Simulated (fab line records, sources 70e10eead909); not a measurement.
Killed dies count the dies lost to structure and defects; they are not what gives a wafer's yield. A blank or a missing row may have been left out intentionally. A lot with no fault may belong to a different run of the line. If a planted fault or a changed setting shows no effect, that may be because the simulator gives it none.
Matching of chambers / flow nand harc / NHARC_P_CONTACT_DESCUM_17 on rie diel-13: 4 sister chambers
The step chemistry O2, time 3 s. 14 wafers are shown with their chamber, then 7 later ones without.

WAFERS WITH THEIR CHAMBER
wafer=L075.2; chamber=1; drypump motor current A (A)=4.8; showerhead plenum p Torr (Torr)=2.03; oes product au (a.u.)=0.995
wafer=L075.4; chamber=2; drypump motor current A (A)=5.6; showerhead plenum p Torr (Torr)=2.02; oes product au (a.u.)=1.013
wafer=L075.6; chamber=3; drypump motor current A (A)=6.5; showerhead plenum p Torr (Torr)=2.00; oes product au (a.u.)=0.986
wafer=L077.4; chamber=1; drypump motor current A (A)=4.8; showerhead plenum p Torr (Torr)=2.03; oes product au (a.u.)=0.997
wafer=L077.5; chamber=2; drypump motor current A (A)=5.6; showerhead plenum p Torr (Torr)=2.02; oes product au (a.u.)=1.007
wafer=L077.6; chamber=3; drypump motor current A (A)=6.5; showerhead plenum p Torr (Torr)=2.00; oes product au (a.u.)=0.999
wafer=L078.3; chamber=3; drypump motor current A (A)=6.4; showerhead plenum p Torr (Torr)=2.00; oes product au (a.u.)=0.993
wafer=L078.4; chamber=2; drypump motor current A (A)=5.6; showerhead plenum p Torr (Torr)=2.01; oes product au (a.u.)=1.007
wafer=L078.6; chamber=3; drypump motor current A (A)=6.4; showerhead plenum p Torr (Torr)=2.00; oes product au (a.u.)=0.998
wafer=L083.1; chamber=3; drypump motor current A (A)=6.5; showerhead plenum p Torr (Torr)=2.00; oes product au (a.u.)=0.997
wafer=L083.5; chamber=0; drypump motor current A (A)=5.6; showerhead plenum p Torr (Torr)=1.91; oes product au (a.u.)=0.995
wafer=L083.6; chamber=3; drypump motor current A (A)=6.5; showerhead plenum p Torr (Torr)=2.00; oes product au (a.u.)=0.997
wafer=L089.1; chamber=3; drypump motor current A (A)=6.4; showerhead plenum p Torr (Torr)=2.00; oes product au (a.u.)=1.004
wafer=L089.3; chamber=1; drypump motor current A (A)=4.8; showerhead plenum p Torr (Torr)=2.03; oes product au (a.u.)=0.999

SIGNATURES, as means of the wafers listed above
reading=drypump motor current A; chamber 0=5.600; chamber 1=4.800; chamber 2=5.600; chamber 3=6.457; scatter within a chamber=0.0414
reading=showerhead plenum p Torr; chamber 0=1.9100; chamber 1=2.0300; chamber 2=2.0167; chamber 3=2.0000; scatter within a chamber=0.00258
reading=oes product au; chamber 0=0.99500; chamber 1=0.99700; chamber 2=1.00900; chamber 3=0.99629; scatter within a chamber=0.00468
Rule: for a wafer and a chamber, the distance is found by dividing, reading by reading, the gap between the wafer's reading and the chamber's mean by the reading's scatter, squaring, summing and taking the root. The wafer belongs to the nearest chamber; if the next one is less than 2 further off, it can't be placed. How the scatter is found: for the shown wafers, subtract from each reading the mean of its chamber, square and add these, divide the total by (wafers less chambers), then take the root.

WAFERS WITHOUT THEIR CHAMBER
wafer=L089.6; drypump motor current A (A)=5.6; showerhead plenum p Torr (Torr)=2.01; oes product au (a.u.)=1.014
wafer=L093.1; drypump motor current A (A)=6.4; showerhead plenum p Torr (Torr)=2.00; oes product au (a.u.)=1.000
wafer=L093.3; drypump motor current A (A)=5.6; showerhead plenum p Torr (Torr)=1.91; oes product au (a.u.)=0.987
wafer=L093.5; drypump motor current A (A)=5.6; showerhead plenum p Torr (Torr)=1.91; oes product au (a.u.)=0.995
wafer=L094.2; drypump motor current A (A)=4.8; showerhead plenum p Torr (Torr)=2.02; oes product au (a.u.)=1.004
wafer=L094.4; drypump motor current A (A)=5.6; showerhead plenum p Torr (Torr)=2.01; oes product au (a.u.)=1.009
wafer=L094.6; drypump motor current A (A)=4.8; showerhead plenum p Torr (Torr)=2.03; oes product au (a.u.)=0.989

WHICH CHAMBER EACH WENT THROUGH
wafer=L089.6; from the rows above=2; in truth=2
wafer=L093.1; from the rows above=3; in truth=3
wafer=L093.3; from the rows above=0; in truth=0
wafer=L093.5; from the rows above=0; in truth=0
wafer=L094.2; from the rows above=1; in truth=1
wafer=L094.4; from the rows above=2; in truth=2
wafer=L094.6; from the rows above=1; in truth=1
Correct placement for 7 of the 7. From these rows, 0 cannot be placed. 0 placed wrongly.
